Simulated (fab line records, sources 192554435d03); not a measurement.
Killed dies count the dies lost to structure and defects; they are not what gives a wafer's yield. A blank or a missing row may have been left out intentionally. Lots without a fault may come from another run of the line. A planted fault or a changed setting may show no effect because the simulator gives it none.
fab line records	flow n5Finfet
[record] lots = 11	wafers = 33	lastDay = 17
route steps=1938 shown BEOL_M15@1820 PASS1_DEP@1831 MIM_TOP_LITHO@1848 MIM_BOT_ETCH@1866 PASSIVATION@1936
lots untouched by any fault: they come from a run of this same line in which no faults occurred
startH: start of the lot's first displayed wafer, in hours after the record's first day	waitH: time in hours since the lot's previous step	" the same as in the row above	L1.1+2: a row that stands for several wafers	- no value, or no start given	* or withheld: withheld	< > ~ a bound
route shown NAME@n: a module of which the file shows steps, and the number in the route of the first	usual: mean/standard deviation of fault-free wafers	same: alike in all rows	chamber/n: place in a boat	sites: each site's reading	_std_site: standard deviation across them	_edge_site: inner sites' mean taken away from outer sites' mean	radiusMm: how far each site lies from the wafer's centre	mask NAME#n: copy n	behind: the most recent tool/chamber to have shaped the wafer	hold: why the lot was held/for how many hours/how that ended	device: the n, p or np transistor that did not switch	end of line: the tests these same wafers got at the end of their route	where a step has no rows: the recipe by itself	killed: at the first sort, the dies lost to defects and structure; wafer yield is something else	map: the dies of a wafer, with x for killed, . for not killed, _ for no die there
set.NAME: the setting that was run; set.NAME@STEP: the one run at that earlier step	model.NAME: the simulator's own value behind a step, which no gauge read
steps of the route over a sample of lots; a table a step, a row a wafer
services: when a tool's chamber went out of use (startH, in hours from the record's first day, below 0 if earlier), for how many hours, and the reason
[[steps]]
[step N5_BEOL_M15_SPUTTER_44]
[recipe] material = Ta	targetThkA = 150	tempC = 50	biasV = 80	powerW = 15000	chamberPressurePa = 0.07	timeS = 24.19
[usual] chamberPressurePa = 0.07001/0.00014	throttleValvePct = 30.3/0.44
lot.wafer	tool	chamber	startH	waitH	chamberPressurePa	throttleValvePct
L548.1	pvdSputter-01	-	248.05	0.0	0.07001	30.9
L548.2	"	-	"	"	0.07012	30.5
L548.5	"	-	"	"	0.07021	29.4
L550.3	pvdSputter-03	-	271.23	0.0	0.07027	30.0
L550.4	"	-	"	"	0.06985	29.7
L550.6	"	-	"	"	0.07014	30.2
L553.2	pvdSputter-01	-	292.78	0.0	0.0699	30.3
L553.4	"	-	"	"	0.06996	29.7
L553.6	"	-	"	"	0.0701	29.2
L555.3	pvdSputter-03	-	298.02	0.0	0.07023	30.5
L555.5	"	-	"	"	0.07021	30.3
L555.6	"	-	"	"	0.07045	30.6
L556.1	pvdSputter-01	-	304.94	0.0	0.07006	30.6
L556.3	"	-	"	"	0.06999	30.2
L556.5	"	-	"	"	0.07009	30.1
L560.3	pvdSputter-03	-	337.75	0.0	0.06986	29.8
L560.4	"	-	"	"	0.07014	30.2
L560.5	"	-	"	"	0.06978	29.7
L564.1	pvdSputter-03	-	350.28	0.0	0.07011	29.8
L564.2	"	-	"	"	0.07002	30.0
L564.6	"	-	"	"	0.06982	30.6
L563.2	pvdSputter-01	-	364.32	0.0	0.06988	30.6
L563.3	"	-	"	"	0.07011	29.6
L563.6	"	-	"	"	0.06998	30.4
L566.3	pvdSputter-03	-	369.21	0.0	0.06996	30.3
L566.4	"	-	"	"	0.07002	30.3
L566.6	"	-	"	"	0.06996	30.8
L568.1	pvdSputter-03	-	380.47	0.0	0.06972	30.5
L568.5	"	-	"	"	0.06991	30.2
L568.6	"	-	"	"	0.06977	30.6
L570.1	pvdSputter-02	-	397.96	0.0	0.06986	30.3
L570.2	"	-	"	"	0.07013	31.0
L570.3	"	-	"	"	0.06975	30.8
[step N5_PASSIVATION_PECVD_00]
[recipe] material = SiO2	targetThkA = 2000	tempC = 400	precursor = SiH4/N2O	pressureTorr = 2.7	rfW = 608	timeS = 11.2
[usual] heaterPowerOuterW = 376/53	heaterPowerW = 660/84	showerheadPlenumPTorr = 8.22/0.076	throttleValvePct = 50/3
lot.wafer	tool	chamber	startH	waitH	heaterPowerOuterW	heaterPowerW	showerheadPlenumPTorr	throttleValvePct
L548.1	pecvd-01	2	250.23	0.8	300	625	8.24	50
L548.2	"	0	"	"	459	794	8.09	56
L548.5	"	0	"	"	457	784	8.12	56
L550.3	pecvd-03	0	273.42	0.5	354	573	8.22	49
L550.4	"	0	"	"	345	597	8.25	49
L550.6	"	1	"	"	297	626	8.33	51
L553.2	pecvd-03	2	294.96	0.7	357	589	8.19	47
L553.4	"	0	"	"	358	613	8.25	49
L553.6	"	1	"	"	298	630	8.31	51
L555.3	pecvd-04	0	300.98	0.5	417	679	8.15	56
L555.5	"	2	"	"	355	650	8.21	49
L555.6	"	1	"	"	347	589	8.22	50
L556.1	pecvd-03	2	307.64	0.8	315	548	8.16	46
L556.3	"	1	"	"	409	802	8.29	51
L556.5	"	1	"	"	418	792	8.34	51
L560.3	pecvd-03	2	339.95	0.5	390	632	8.18	46
L560.4	"	0	"	"	387	642	8.24	50
L560.5	"	1	"	"	402	797	8.32	51
L564.1	pecvd-04	0	353.06	0.8	486	796	8.16	56
L564.2	"	2	"	"	400	668	8.21	49
L564.6	"	2	"	"	393	691	8.25	49
L563.2	pecvd-04	0	366.50	0.7	467	752	8.14	56
L563.3	"	2	"	"	379	648	8.22	49
L563.6	"	2	"	"	389	673	8.24	49
L566.3	pecvd-03	0	371.41	0.5	351	600	8.24	49
L566.4	"	1	"	"	346	708	8.32	51
L566.6	"	0	"	"	354	594	8.23	49
L568.1	pecvd-04	1	382.91	0.8	280	498	8.21	46
L568.5	"	0	"	"	482	787	8.14	56
L568.6	"	1	"	"	295	522	8.24	46
L570.1	pecvd-01	1	400.20	0.8	287	506	8.04	50
L570.2	"	2	"	"	256	547	8.23	51
L570.3	"	0	"	"	420	739	8.13	56
[step N5_MIM_TOP_LITHO_OVL_MEAS_11]
[recipe] pointsPerWafer = 44
[usual] MIM_TOP_OVL = 0/6.1
lot.wafer	tool	chamber	startH	waitH	MIM_TOP_OVL[nm]
L548.1	overlay-02	0	253.92	0.0	-9
L548.2	"	0	"	"	-2
L548.5	"	0	"	"	-11
L550.3	overlay-01	0	276.05	0.0	1
L550.4	"	0	"	"	-9
L550.6	"	0	"	"	3
L553.2	overlay-01	0	298.72	0.0	-4
L553.4	"	0	"	"	-4
L553.6	"	0	"	"	-4
L555.3	overlay-02	0	304.82	0.0	-10
L555.5	"	0	"	"	-2
L555.6	"	0	"	"	-6
L556.1	overlay-01	0	311.29	0.0	10
L556.3	"	0	"	"	7
L556.5	"	0	"	"	3
L560.3	overlay-01	0	342.68	0.0	2
L560.4	"	0	"	"	-2
L560.5	"	0	"	"	-4
L564.1	overlay-02	0	356.47	0.0	-3
L564.2	"	0	"	"	9
L564.6	"	0	"	"	-1
L563.2	overlay-02	0	368.97	0.0	2
L563.3	"	0	"	"	1
L563.6	"	0	"	"	-4
L566.3	overlay-01	0	373.05	0.0	1
L566.4	"	0	"	"	2
L566.6	"	0	"	"	-5
L568.1	overlay-02	0	386.99	0.0	-8
L568.5	"	0	"	"	-12
L568.6	"	0	"	"	-4
L570.1	overlay-01	0	402.42	0.0	5
L570.2	"	0	"	"	-1
L570.3	"	0	"	"	-2
[step N5_MIM_BOT_ETCH_ETCH_04]
[recipe] chemistry = CF4/O2	target = SiNx	targetDepthA = 260	timeS = 13	ionEnergyEv = 100	pressureMtorr = 40	sourceW = 535	biasW = 49	Ar_flow_sccm = 100	cf4FlowSccm = 100	O2_flow_sccm = 10
[usual] cf4FlowSccm = 100.0/0.3	drypumpMotorCurrentA = 5.8/0.42	oes_o_777_au = 0.78/0.087	oesProductAu = 0.78/0.093	rfVppV = 240.3/2	showerheadPlenumPTorr = 2.16/0.035	throttleValvePct = 16.00/0.25
lot.wafer	tool	chamber	startH	waitH	cf4FlowSccm	drypumpMotorCurrentA	oes_o_777_au	oesProductAu	rfHoursCounterH	rfVppV	showerheadPlenumPTorr	throttleValvePct
L548.1	rieDiel-02	1	254.91	0.0	99.9	6.1	0.71	0.71	187	243.8	2.20	15.89
L548.2	"	2	"	"	100.7	6.0	0.71	0.71	196	237.4	2.19	16.47
L548.5	"	2	"	"	100.5	6.0	0.71	0.71	-	238.2	2.19	16.47
L550.3	rieDiel-02	3	278.13	0.0	99.9	6.0	0.75	0.75	152	240.4	2.21	15.99
L550.4	"	2	"	"	100.1	6.0	0.70	0.70	206	237.1	2.19	16.50
L550.6	"	2	"	"	99.8	6.0	0.70	0.70	-	239.2	2.19	16.49
L553.2	rieDiel-01	1	299.71	0.0	99.9	5.7	0.92	0.95	16	241.6	2.16	15.75
L553.4	"	2	"	"	100.1	5.7	0.85	0.86	-	239.0	2.16	16.08
L553.6	"	1	"	"	99.8	5.7	0.93	0.94	-	242.5	2.16	15.75
L555.3	rieDiel-02	2	305.81	0.0	100.0	5.9	0.69	0.69	215	238.4	2.19	16.52
L555.5	"	1	"	"	99.9	6.1	0.70	0.69	-	242.0	2.19	15.93
L555.6	"	0	"	"	100.2	5.7	0.76	0.74	-	238.6	2.12	16.05
L556.1	rieDiel-02	3	312.94	0.0	99.7	6.1	0.73	0.73	163	241.4	2.20	16.00
L556.3	"	0	"	"	99.6	5.7	0.76	0.75	158	239.5	2.11	16.06
L556.5	"	3	"	"	99.5	6.0	0.74	0.73	-	240.5	2.20	16.01
L560.3	rieDiel-02	3	343.90	0.0	70.0	6.1	1.07	0.71	174	229.6	1.98	14.81
L560.4	"	0	"	"	70.0	5.6	1.10	0.72	169	231.0	1.90	14.85
L560.5	"	0	"	"	69.9	5.6	1.09	0.72	-	232.7	1.90	14.84
L564.1	rieDiel-05	2	357.65	0.0	100.0	5.1	0.67	0.67	243	241.7	2.09	16.23
L564.2	"	0	"	"	100.1	5.1	0.88	0.87	40	235.7	2.15	15.62
L564.6	"	3	"	"	99.8	5.7	0.92	0.93	-	240.4	2.17	16.08
L563.2	rieDiel-02	0	370.27	0.0	69.6	5.6	1.08	0.70	177	230.8	1.90	14.86
L563.3	"	2	"	"	69.8	6.0	1.00	0.66	238	228.9	1.97	15.34
L563.6	"	2	"	"	69.7	6.0	0.99	0.66	-	230.2	1.97	15.31
L566.3	rieDiel-01	2	373.95	0.0	100.3	5.7	0.81	0.83	90	238.0	2.14	16.14
L566.4	"	1	"	"	99.7	5.7	0.88	0.88	50	243.2	2.15	15.82
L566.6	"	2	"	"	100.1	5.7	0.81	0.83	-	239.1	2.14	16.15
L568.1	rieDiel-05	3	389.33	0.1	99.7	5.8	0.90	0.91	28	241.1	2.16	16.09
L568.5	"	3	"	"	100.0	5.7	0.89	0.90	-	240.6	2.16	16.09
L568.6	"	3	"	"	99.7	5.7	0.90	0.90	-	240.6	2.16	16.09
L570.1	rieDiel-05	3	406.81	0.0	100.4	5.7	0.88	0.89	38	242.0	2.16	16.12
L570.2	"	2	"	"	100.5	5.1	0.96	0.99	4	244.9	2.34	15.75
L570.3	"	1	"	"	100.1	6.0	0.81	0.83	75	243.2	2.14	15.76
[step N5_PASSIVATION_PROBE_49]
[usual] defectLimitedYield = 91.2/1.6	killed_at_M0_to_M3 = 33/11	killed_at_M4_up = 15/6.2	killedAtContacts = 15/7.1	killedAtFrontEnd = 38/12	killedAtOther = 4/3.5	killedDies = 104/19	killedOpen = 69/14	killedShort = 34/8.5	sort_bin_5_function = 5.2/0.99	sort_bin_6_memory = 3.3/0.77	sortNPass = 1076/19	sortYieldPct = 91.2/1.6
[same] grossDies = 1180	killedAtBackSide = 0	sort_bin_4_leakage[%] = 0	sort_bin_8_speed[%] = 0
lot.wafer	tool	chamber	startH	waitH	defectLimitedYield[%]	killed_at_M0_to_M3	killed_at_M4_up	killedAtContacts	killedAtFrontEnd	killedAtOther	killedDies	killedOpen	killedShort	sort_bin_5_function[%]	sort_bin_6_memory[%]	sortNPass	sortYieldPct[%]
L563.2	prober-02	-	378.37	0.1	91.9	57	7	8	23	1	96	62	34	4.8	3.1	1084	91.9
L563.3	prober-02	-	378.42	0.1	91.4	36	12	23	29	2	102	71	31	4.9	3.4	1078	91.4
L563.6	prober-02	-	378.57	0.3	91.9	34	10	26	26	0	96	74	22	4.7	2.9	1084	91.9
L568.5	prober-01	-	399.00	0.2	91.9	43	19	10	20	4	96	69	26	4.7	3.2	1084	91.9
// killed by level:class
L563.2 BEOL_M3:geometricParticle:open=14 BEOL_M0_SAQP:geometricParticle:short=11 BEOL_M0_SAQP:geometricParticle:open=11 BEOL_M3:geometricParticle:short=8 FIN_SAQP:geometricParticle:open=6 BEOL_M2:geometricParticle:open=6 MOL_CONTACT_COAG:geometricParticle:open=5 BEOL_M4:geometricParticle:open=5
L563.3 MOL_CONTACT_COAG:geometricParticle:open=18 BEOL_M3:geometricParticle:open=10 STI_FIN_REVEAL:geometricParticle:open=9 BEOL_M2:geometricParticle:open=8 BEOL_M0_SAQP:geometricParticle:short=7 GATE_CUT:geometricParticle:short=6 MOL_CONTACT_COAG:geometricParticle:short=5 STARTING-WAFER:geometricParticle:open=4
L563.6 MOL_CONTACT_COAG:geometricParticle:open=20 BEOL_M3:geometricParticle:open=13 STI_FIN_REVEAL:geometricParticle:open=11 BEOL_M0_SAQP:geometricParticle:short=8 BEOL_M0_SAQP:geometricParticle:open=7 MOL_CONTACT_COAG:geometricParticle:short=6 FIN_SAQP:geometricParticle:open=5 BEOL_M4:geometricParticle:open=5
L568.5 BEOL_M2:geometricParticle:open=12 BEOL_M3:geometricParticle:open=9 MOL_CONTACT_COAG:geometricParticle:open=8 BEOL_M0_SAQP:geometricParticle:open=7 BEOL_M4:geometricParticle:open=7 BEOL_M0_SAQP:geometricParticle:short=4 BEOL_M1:geometricParticle:open=4 BEOL_M4:geometricParticle:short=4
[[services]]
tool	chamber	startH	hours	kind
rieDiel-01	1	226.12	7.0	repair
pecvd-03	0	229.88	2.1	scheduledDown
pecvd-01	-	256.49	0.9	repair
pecvd-03	2	257.80	5.5	scheduledDown
rieDiel-05	-	271.96	10.0	pm
rieDiel-05	3	292.57	28.2	repair
pecvd-04	0	295.56	5.0	scheduledDown
rieDiel-05	-	311.93	2.8	pm
pvdSputter-03	-	316.18	2.9	repair
rieDiel-05	3	321.20	7.7	repair
pecvd-03	2	323.59	2.1	scheduledDown
rieDiel-01	3	343.36	5.8	repair
pecvd-04	1	353.22	-	clean
pecvd-04	1	353.22	29.5	scheduledDown
pecvd-04	1	353.22	29.5	ventCycle
pecvd-03	2	372.32	5.5	scheduledDown
rieDiel-02	1	374.63	3.0	repair
rieDiel-02	-	380.59	14.6	pm
pecvd-04	2	382.72	16.5	scheduledDown
rieDiel-05	1	388.94	7.3	repair
rieDiel-01	-	396.58	15.6	pm
pecvd-04	0	399.22	5.5	scheduledDown
rieDiel-05	-	402.34	1.1	repair
pecvd-03	0	406.47	5.5	scheduledDown
[[key]]
[firstSign] step = N5_MIM_BOT_ETCH_ETCH_04	reading = cf4FlowSccm	direction = down	sigmas = 99	usual = 100.0	struck = 69.8
[effect] step = N5_MIM_BOT_ETCH_ETCH_04	reading = showerheadPlenumPTorr	direction = down	sigmas = 6.4	usual = 2.16	struck = 1.94
metAt N5_MIM_BOT_ETCH_ETCH_04
struckLots L560,L563
notActingAt N5_BEOL_M15_SPUTTER_44,N5_PASSIVATION_PECVD_00,N5_MIM_TOP_LITHO_OVL_MEAS_11
onsetBetween 312.94 343.90
[fault] kind = processParameterDrift	tool = rieDiel-02	chamber = -	onsetH = 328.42	steps = N5_MIM_BOT_ETCH_ETCH_04	channel = cf4FlowSccm	offset = -30	shape = step	endH = 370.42	actsIn = theseRecipesOnly	stated = 100
